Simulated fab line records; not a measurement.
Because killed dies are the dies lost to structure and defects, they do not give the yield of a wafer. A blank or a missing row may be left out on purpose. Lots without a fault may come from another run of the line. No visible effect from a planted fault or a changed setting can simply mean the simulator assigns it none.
Which tool did it? | flow nand-harc | 18 wafers from 6 lots sampled at 5 of the route's 1159 steps

WHAT THE GAUGES READ, wafer by wafer
NHARC_END_SORT_01.
lot  | measured     | on        | killed-at-array
L314 | day 25 06:00 | prober-02 | 551 566 551

TOOL THAT RAN EACH LOT (tool first, then ch and the chambers of the sampled wafers, then the start)
lot  | NHARC_A_CHANNEL_FILL_D1_ALD_03                 | NHARC_A_CHANNEL_FILL_D1_ALD_15                 | NHARC_A_CHANNEL_FILL_D1_ETCHBACK_19 | NHARC_A_STAIRCASE_DEP_156
L294 | ald-sin-batch-02 ch 0, day 10 02:31 or earlier | ald-sin-batch-01 ch 0, day 10 02:31 or earlier | rie-si-04 ch 1,2,3, day 10 02:31    | pecvd-03 ch 0,1,2, day 11 02:38
L297 | ald-sin-batch-02 ch 0, day 10 10:22 or earlier | ald-sin-batch-01 ch 0, day 10 10:22 or earlier | rie-si-02 ch 1,2,3, day 10 10:22    | pecvd-04 ch 0,2, day 11 10:14
L301 | ald-sin-batch-02 ch 0, day 11 11:14 or earlier | ald-sin-batch-01 ch 0, day 11 11:14 or earlier | rie-si-02 ch 1,2, day 11 11:14      | pecvd-04 ch 0,2, day 12 11:23
L303 | ald-sin-batch-02 ch 0, day 12 02:07 or earlier | ald-sin-batch-03 ch 0, day 12 02:07 or earlier | rie-si-02 ch 2,3, day 12 02:07      | pecvd-04 ch 0,1,2, day 13 02:13
L312 | ald-sin-batch-03 ch 0, day 14 12:58 or earlier | ald-sin-batch-02 ch 0, day 14 12:58 or earlier | rie-si-02 ch 0,3, day 14 12:58      | pecvd-03 ch 0,1,2, day 15 12:59
L314 | ald-sin-batch-01 ch 0, day 15 04:19 or earlier | ald-sin-batch-02 ch 0, day 15 04:19 or earlier | rie-si-02 ch 2,3, day 15 04:19      | pecvd-01 ch 0,1,2, day 16 04:25
- NHARC_A_CHANNEL_FILL_D1_ALD_03: deposits SiNx, target thk 6 nm, pulse time 60 s, ald cycles 58.
- NHARC_A_CHANNEL_FILL_D1_ALD_15: deposits SiNx, target thk 2 nm, pulse time 60 s, ald cycles 19.
- NHARC_A_CHANNEL_FILL_D1_ETCHBACK_19: etches the open film in HBr/Cl2, target depth 5 nm, time 1.7 s.
- NHARC_A_STAIRCASE_DEP_156: deposits SiNx, target thk 50 nm.

THE ANSWER, worked out from the rows above alone
Rule: usual is defined by the lots themselves. The widest of any qualifying gaps counts: lots, ordered by their means at a reading, are off when they make up no more than a third of the lots, leave a main group of 4 or more, and stand apart from it by 3 or more times the standard deviation of that group's means. Not used: any main group whose means are identical at the precision the tables above print for the reading. A lot without any number at a reading at which 4 lots or more have one is off too. Where the step has rows for the other lots, those lots are counted as sound.
No lot is off on any of the readings shown, so nothing can be concluded from this.

WHAT THE SIMULATOR HAD INSERTED
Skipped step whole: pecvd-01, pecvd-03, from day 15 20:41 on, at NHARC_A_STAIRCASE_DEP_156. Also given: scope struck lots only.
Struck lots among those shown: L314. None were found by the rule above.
